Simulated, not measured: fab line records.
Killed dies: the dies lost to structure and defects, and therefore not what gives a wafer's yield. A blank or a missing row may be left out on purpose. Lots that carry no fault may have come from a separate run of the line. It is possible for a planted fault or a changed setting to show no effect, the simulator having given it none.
Chamber matching	flow n5_finfet	4 sister chambers for N5_BEOL_M1_STRIP_66 on rie_diel-04
The step strips in CF4. 4 wafers are shown with their chamber, then 9 later ones without.

## WAFERS PAIRED WITH THEIR CHAMBERS
wafer	chamber	drypump_motor_current_A (A)
L087.1	1	5.1
L091.1	2	4.8
L091.2	3	5.9
L091.6	0	5.4

## WAFERS WITH NO CHAMBER GIVEN
wafer	drypump_motor_current_A (A)
L092.1	5.1
L092.2	4.7
L092.4	5.9
L095.1	5.1
L095.2	5.4
L095.6	5.1
L096.1	5.9
L096.2	5.4
L096.5	5.9

## THE CHAMBER EACH PASSED THROUGH
wafer	from the rows above	in truth
L092.1	1	1
L092.2	2	2
L092.4	3	3
L095.1	1	1
L095.2	0	0
L095.6	1	1
L096.1	3	3
L096.2	0	0
L096.5	3	3
Placed correctly: 9 of 9. Can't be placed from these rows: 0. 0 placed wrongly.
How it was worked out, from the rows above alone: a wafer's distance from a chamber is the root of the sum, over the readings, of the square of ((its reading less the chamber's mean) divided by the reading's scatter). The wafer belongs to the nearest chamber; if the next one is less than 2 further off, it can't be placed. Each chamber's mean is taken over the wafers shown for it. The scatter: root of mean squared gap, hidden wafer to nearest shown wafer, with one shown wafer a chamber.
